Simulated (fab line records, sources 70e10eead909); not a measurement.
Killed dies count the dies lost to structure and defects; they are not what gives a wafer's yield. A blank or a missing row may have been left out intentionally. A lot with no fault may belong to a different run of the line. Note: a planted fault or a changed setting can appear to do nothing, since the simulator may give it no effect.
fab line records	flow nandHarc
[record] lots = 12	wafers = 36	lastDay = 33
route steps=1302 shown A_CONTACT@1103 A_BLC@1117
lots with no fault: from the same line, run without faults
startH: start of the lot's first displayed wafer, in hours after the record's first day	waitH: hours elapsed since this lot's preceding step	" the same as in the row above	L1.1+2: a row that stands for several wafers	- no value present, or no start provided	* or withheld: withheld	< > ~ a bound
route shown NAME@n: names a module that has steps shown in the file, with the first one's number in the route	usual: the fault-free wafers' mean and standard deviation	same: alike in all rows	chamber/n: place in a boat	sites: per-site readings	_std_site: the standard deviation of these	_edge_site: outer sites' mean less inner sites'	radiusMm: how far each site lies from the wafer's centre	mask NAME#n: copy n	behind: the most recent tool/chamber to have shaped the wafer	hold: what put the lot on hold/how long, in hours/how the hold closed	device: the n, p or np transistor that did not switch	end of line: tests of these same wafers at the route's end	step lacking rows: just its recipe	killed: dies lost to structure and defects at the first sort, not the wafer's yield	map: a wafer's dies, marking killed ones x, the rest . and places with no die _
set.NAME: the setting that was run; set.NAME@STEP: the one run at that earlier step	model.NAME: the simulator's own value behind a step, which no gauge read
steps of the route over a sample of lots; a table a step, a row a wafer
services: from which hour (startH, from the record's first day; less than 0 if before it) a tool's chamber was out of use, for how many hours, and why
[[steps]]
[step NHARC_A_CONTACT_CMP_20]
[recipe] tOverpolishS = 30	targetThkNm = 300
[usual] motorCurrentA = 12.1/1.1	overpolishRunS = 30.000/0.0096	timeToEndpointS = 60.3/3
lot.wafer	tool	chamber	startH	waitH	motorCurrentA	overpolishRunS	timeToEndpointS
L407.2	cmp-02	1	522.59	0.8	12.5	29.988	56.7
L407.3	"	2	"	"	11.4	30.004	57.2
L407.5	"	0	"	"	11.3	30.000	59.8
L410.1	cmp-01	0	528.02	0.6	10.8	29.988	61.7
L410.2	"	1	"	"	14.4	29.997	59.3
L410.5	"	0	"	"	11.0	29.994	62.1
L411.2	cmp-01	1	555.09	0.7	13.9	29.998	63.5
L411.5	"	0	"	"	10.3	30.004	62.1
L411.6	"	1	"	"	14.7	29.993	60.5
L412.3	cmp-02	0	582.29	0.4	13.0	30.002	66.6
L412.4	"	3	"	"	9.5	30.011	62.7
L412.5	"	1	"	"	12.4	30.001	58.9
L414.2	cmp-01	0	595.95	0.6	10.9	29.982	68.5
L414.4	"	1	"	"	13.9	30.013	62.4
L414.5	"	0	"	"	10.8	29.997	65.7
L413.2	cmp-01	2	602.64	0.6	11.6	29.982	59.6
L413.3	"	0	"	"	11.2	29.997	62.8
L413.5	"	2	"	"	11.8	30.003	60.2
L417.3	cmp-03	0	611.35	0.4	13.3	30.005	61.9
L417.1	"	1	"	"	11.7	29.988	60.5
L417.6	"	0	"	"	13.4	29.997	58.3
L418.4	cmp-02	2	617.97	0.4	11.8	29.999	59.4
L418.3	"	0	"	"	11.6	30.005	63.1
L418.5	"	2	"	"	11.7	29.998	58.2
L415.2	cmp-03	3	621.50	0.8	11.1	30.000	60.2
L415.6	"	2	"	"	12.9	30.006	57.8
L415.5	"	3	"	"	12.1	30.004	61.5
L426.3	cmp-02	0	692.97	0.5	12.1	29.997	61.1
L426.2	"	2	"	"	11.2	30.007	55.7
L426.5	"	1	"	"	12.3	30.016	57.3
L425.2	cmp-03	0	696.20	0.6	14.2	30.013	57.8
L425.1	"	1	"	"	12.1	29.999	58.7
L425.3	"	2	"	"	12.9	30.006	56.2
L430.1	cmp-02	3	748.49	0.6	10.5	29.985	65.6
L430.3	"	0	"	"	11.7	30.017	59.1
L430.4	"	2	"	"	11.7	29.999	60.7
[step NHARC_A_BLC_CD_MEAS_10]
[recipe] targetCdNm = 100	landingEnergyEv = 500
[usual] cdNm = 100.0/0.64
[same] landingEnergyEv = 500
lot.wafer	tool	chamber	startH	waitH	cdNm
L407.2	cdSem-01	0	523.48	-	98.9
L407.3	"	0	"	"	99.5
L407.5	"	0	"	"	99.8
L410.1	cdSem-02	0	528.81	-	100.3
L410.2	"	0	"	"	100.1
L410.5	"	0	"	"	100.2
L411.2	cdSem-02	0	555.98	-	100.3
L411.5	"	0	"	"	99.9
L411.6	"	0	"	"	99.9
L412.3	cdSem-02	0	583.24	-	100.1
L412.4	"	0	"	"	100.0
L412.5	"	0	"	"	100.1
L414.2	cdSem-01	0	596.86	-	101.2
L414.4	"	0	"	"	100.1
L414.5	"	0	"	"	100.0
L413.2	cdSem-02	0	603.55	-	99.8
L413.3	"	0	"	"	100.4
L413.5	"	0	"	"	100.2
L417.1	cdSem-02	0	612.27	-	100.0
L417.3	"	0	"	"	100.7
L417.6	"	0	"	"	99.0
L418.3	cdSem-03	0	618.74	-	99.9
L418.4	"	0	"	"	100.7
L418.5	"	0	"	"	100.0
L415.2	cdSem-01	0	622.39	-	100.4
L415.5	"	0	"	"	100.4
L415.6	"	0	"	"	100.4
L426.2	cdSem-03	0	693.76	-	100.1
L426.3	"	0	"	"	101.5
L426.5	"	0	"	"	101.1
L425.1	cdSem-03	0	696.99	-	100.4
L425.2	"	0	"	"	100.1
L425.3	"	0	"	"	98.9
L430.1	cdSem-02	0	749.27	-	100.4
L430.3	"	0	"	"	99.5
L430.4	"	0	"	"	100.3
[step NHARC_A_BLC_OVL_MEAS_11]
[usual] overlayXNm = -0.1/0.79	overlayYNm = 0.2/0.89
lot.wafer	tool	chamber	startH	waitH	overlayXNm	overlayYNm
L407.2	overlay-02	-	523.57	-	0.5	0.3
L407.3	"	-	"	"	0.8	0.2
L407.5	"	-	"	"	0.1	0.2
L410.1	overlay-01	-	528.90	-	0.8	0.2
L410.2	"	-	"	"	1.3	-0.5
L410.5	"	-	"	"	1.2	0.1
L411.2	overlay-02	-	556.06	-	0.7	-1.4
L411.5	"	-	"	"	-0.1	-0.9
L411.6	"	-	"	"	1.0	-0.8
L412.3	overlay-01	-	583.32	-	-0.2	-0.6
L412.4	"	-	"	"	-0.6	-0.3
L412.5	"	-	"	"	-0.4	-0.4
L414.2	overlay-01	-	596.95	-	1.2	-1.3
L414.4	"	-	"	"	1.3	-0.8
L414.5	"	-	"	"	1.5	-1.4
L413.2	overlay-02	-	603.64	-	0.1	-0.3
L413.3	"	-	"	"	0.0	0.6
L413.5	"	-	"	"	0.0	0.3
L417.1	overlay-02	-	612.35	-	-0.8	1.1
L417.3	"	-	"	"	-0.7	1.4
L417.6	"	-	"	"	-1.0	1.5
L418.3	overlay-01	-	618.82	-	1.3	-0.6
L418.4	"	-	"	"	1.6	-0.2
L418.5	"	-	"	"	1.5	-0.6
L415.2	overlay-02	-	622.47	-	-0.6	0.7
L415.5	"	-	"	"	-1.0	0.5
L415.6	"	-	"	"	-0.6	0.9
L426.2	overlay-02	-	693.85	-	-0.3	0.5
L426.3	"	-	"	"	0.0	0.4
L426.5	"	-	"	"	0.3	0.9
L425.1	overlay-02	-	697.08	-	0.1	-0.1
L425.2	"	-	"	"	0.6	0.4
L425.3	"	-	"	"	-0.1	0.1
L430.1	overlay-02	-	749.36	-	-0.2	-0.7
L430.3	"	-	"	"	-0.1	-0.9
L430.4	"	-	"	"	-0.1	-0.9
[step NHARC_A_BLC_CVD_24]
[recipe] targetThkA = 1500	tempC = 300	pressureTorr = 40	wf6FlowSccm = 40	h2FlowSccm = 1600	arFlowSccm = 1560	timeS = 434	material = W
[usual] heaterPowerW = 496/17	susceptorTempC = 300.03/0.21	throttleValvePct = 8.15/0.2
lot.wafer	tool	chamber	startH	waitH	heaterPowerW	sinceWetCleanH	susceptorTempC	throttleValvePct
L407.2	cvdW-02	1	525.98	-	506	63	-	7.97
L407.3	"	1	"	"	518	-	-	8.21
L407.5	"	1	"	"	520	-	-	8.39
L410.2	cvdW-02	1	531.03	-	517	68	299.68	8.23
L410.1	"	0	"	"	505	68	299.88	8.07
L410.5	"	1	"	"	512	-	299.71	8.08
L411.2	cvdW-02	1	558.25	-	507	95	299.98	8.30
L411.5	"	0	"	"	502	-	300.25	8.00
L411.6	"	1	"	"	515	-	299.93	8.27
L412.4	cvdW-02	1	585.58	-	499	-	300.01	8.27
L412.3	"	0	"	"	499	-	300.01	8.26
L412.5	"	1	"	"	520	-	299.84	8.23
L414.2	cvdW-01	0	599.05	-	485	38	300.04	7.98
L414.4	"	0	"	"	485	-	299.76	7.82
L414.5	"	0	"	"	496	-	299.94	7.78
L413.2	cvdW-01	0	605.74	-	486	45	300.08	8.03
L413.3	"	1	"	"	459	-	300.14	8.16
L413.5	"	0	"	"	482	-	300.10	8.03
L417.1	cvdW-01	1	614.47	-	464	54	300.03	7.71
L417.3	"	0	"	"	491	-	299.93	8.11
L417.6	"	0	"	"	497	-	300.59	8.21
L418.4	cvdW-02	0	621.08	-	502	-	299.78	7.87
L418.3	"	1	"	"	523	-	299.54	8.13
L418.5	"	1	"	"	518	-	299.90	8.19
L415.2	cvdW-02	0	624.69	-	515	162	-	8.22
L415.6	"	1	"	"	515	-	-	8.06
L415.5	"	0	"	"	502	-	-	8.38
L426.2	cvdW-02	0	696.05	-	487	52	299.93	8.21
L426.3	"	0	"	"	495	-	300.32	8.10
L426.5	"	0	"	"	483	-	300.15	8.12
L425.1	cvdW-02	1	699.18	-	504	55	-	8.20
L425.2	"	0	"	"	496	55	-	7.90
L425.3	"	0	"	"	492	-	-	8.22
L430.1	cvdW-01	1	751.54	-	463	10	300.11	8.13
L430.4	"	0	"	"	517	-	300.40	7.88
L430.3	"	1	"	"	468	-	299.96	8.03
[step NHARC_A_BLC_CMP_25]
[recipe] tOverpolishS = 30	targetThkNm = 150
[usual] motorCurrentA = 11.6/1.3	overpolishRunS = 30.001/0.0095	timeToEndpointS = 30.0/2
lot.wafer	tool	chamber	startH	waitH	motorCurrentA	overpolishRunS	timeToEndpointS
L407.2	cmp-04	1	526.54	0.5	11.0	30.004	28.4
L407.3	"	2	"	"	9.5	30.013	29.1
L407.5	"	1	"	"	10.8	30.002	32.4
L410.1	cmp-03	2	531.56	0.4	13.0	29.986	26.6
L410.2	"	1	"	"	12.6	30.007	31.0
L410.5	"	3	"	"	11.8	30.008	30.8
L411.2	cmp-03	3	558.78	0.5	11.6	30.010	28.1
L411.6	"	0	"	"	12.9	29.999	29.4
L411.5	"	1	"	"	12.5	30.012	29.4
L412.3	cmp-04	3	585.96	0.2	10.3	30.001	30.2
L412.4	"	1	"	"	10.6	30.000	29.2
L412.5	"	3	"	"	9.6	30.019	31.6
L414.4	cmp-04	0	599.61	0.3	12.0	30.008	30.7
L414.2	"	2	"	"	10.0	29.989	28.0
L414.5	"	3	"	"	9.7	30.016	27.4
L413.2	cmp-04	2	606.30	0.5	10.2	29.988	27.6
L413.3	"	0	"	"	12.9	30.007	32.2
L413.5	"	2	"	"	9.7	29.988	29.6
L417.3	cmp-04	3	615.01	0.2	10.0	30.003	27.9
L417.1	"	2	"	"	10.6	29.997	27.3
L417.6	"	3	"	"	9.7	30.002	25.8
L418.4	cmp-01	0	621.51	0.4	10.7	29.989	32.1
L418.3	"	1	"	"	14.6	29.998	29.7
L418.5	"	3	"	"	11.9	29.993	27.9
L415.2	cmp-03	2	625.14	0.4	13.8	30.008	29.6
L415.5	"	2	"	"	12.5	29.995	29.2
L415.6	"	3	"	"	12.0	29.999	31.5
L426.2	cmp-01	0	696.59	0.5	11.0	29.994	11.2
L426.3	"	3	"	"	11.4	29.999	9.4
L426.5	"	1	"	"	13.9	30.018	9.3
L425.1	cmp-01	3	699.71	0.5	11.3	29.987	32.2
L425.2	"	0	"	"	11.0	30.002	12.0
L425.3	"	2	"	"	11.6	29.993	10.6
L430.1	cmp-01	1	752.00	0.4	13.7	29.991	32.0
L430.4	"	2	"	"	11.9	29.993	30.1
L430.3	"	3	"	"	11.6	29.995	30.5
[[services]]
tool	chamber	startH	hours	kind
cmp-04	-	503.00	4.0	pm
cmp-01	-	515.63	0.7	repair
cmp-01	-	518.68	2.0	repair
cmp-04	-	534.79	1.0	repair
cmp-02	-	536.74	4.0	pm
cmp-03	-	554.06	4.0	pm
cvdW-02	-	579.29	1.5	repair
cmp-01	-	580.39	4.0	pm
cmp-04	-	596.82	1.9	repair
cmp-04	-	601.00	4.0	pm
cmp-02	-	612.79	0.3	repair
cmp-03	-	626.57	4.4	repair
cvdW-02	1	627.84	2.6	repair
cvdW-02	-	631.00	13.0	pm
cmp-03	-	632.20	1.6	repair
cmp-02	-	634.84	4.0	pm
cmp-03	-	640.19	0.3	repair
cmp-03	-	652.06	4.0	pm
cmp-01	-	678.39	4.0	pm
cmp-01	-	688.03	1.6	repair
cmp-03	-	690.01	0.8	repair
cmp-03	-	701.17	1.0	repair
cmp-03	-	729.18	2.0	repair
cmp-03	-	750.10	4.0	pm
[[key]]
[firstSign] step = NHARC_A_BLC_CMP_25	reading = timeToEndpointS	direction = down	sigmas = 9.7	usual = *	struck = *
effect none on later readings
metAt NHARC_A_BLC_CVD_24
struckLots L425,L426
struckWafers L425.2,L425.3,L426.2,L426.3,L426.5
testerLeftOut L425,L426
notActingAt NHARC_A_CONTACT_CMP_20,NHARC_A_BLC_CD_MEAS_10,NHARC_A_BLC_OVL_MEAS_11
onsetBetween 624.69 696.05
[fault] kind = processParameterDrift	tool = cvdW-02	chamber = 0	onsetH = 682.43	steps = NHARC_A_BLC_CVD_24	channel = targetThkA	offset = *	shape = step	endH = 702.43	actsIn = *	stated = *
// testerLeftOut: of these lots the tester's yield and bins aren't shown, on N5 and GAA mostly nor the transistor test; their killed dies are dies lost to structure and defects alone, not to doping, threshold or leakage, so they don't give the yield
